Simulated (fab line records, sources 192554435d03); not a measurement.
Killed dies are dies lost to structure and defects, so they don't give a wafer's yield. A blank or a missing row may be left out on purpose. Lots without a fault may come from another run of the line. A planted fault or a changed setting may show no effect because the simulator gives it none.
Chamber matching | flow n5_finfet | N5_BEOL_M12_ETCH_67 on rie_diel-01: 4 sister chambers
The step etches SiARC in CF4, target depth 143 nm, time 238.3 s. 4 wafers are shown with their chamber, then 8 later ones without.

WAFERS WITH THEIR CHAMBER
wafer  | chamber | drypump_motor_current_A (A)
L088.2 | 2       | 5.8
L089.1 | 3       | 5.2
L089.5 | 1       | 5.6
L093.1 | 0       | 5.1

WAFERS WITHOUT THEIR CHAMBER
wafer  | drypump_motor_current_A (A)
L093.3 | 5.6
L093.4 | 5.8
L092.1 | 5.8
L092.2 | 5.0
L092.6 | 5.2
L096.1 | 5.5
L096.2 | 5.1
L096.5 | 5.8

WHICH CHAMBER EACH WENT THROUGH
wafer  | from the rows above | in truth
L093.3 | 1                   | 1
L093.4 | 2                   | 2
L092.1 | 2                   | 2
L092.2 | 0                   | 0
L092.6 | 3                   | 3
L096.1 | 1                   | 1
L096.2 | 0                   | 0
L096.5 | 2                   | 2
Placed correctly: 8 of 8. Can't be placed from these rows: 0. Placed wrongly: 0.
How it was worked out, from the rows above alone: a wafer's distance from a chamber is the root of the sum, over the readings, of the square of ((its reading less the chamber's mean) divided by the reading's scatter). The wafer belongs to the nearest chamber; if the next one is less than 2 further off, it can't be placed. A chamber's mean is the mean of its shown wafers. The scatter: with one shown wafer a chamber, the root of the mean of the squares of how far each hidden wafer lies from its nearest shown one.
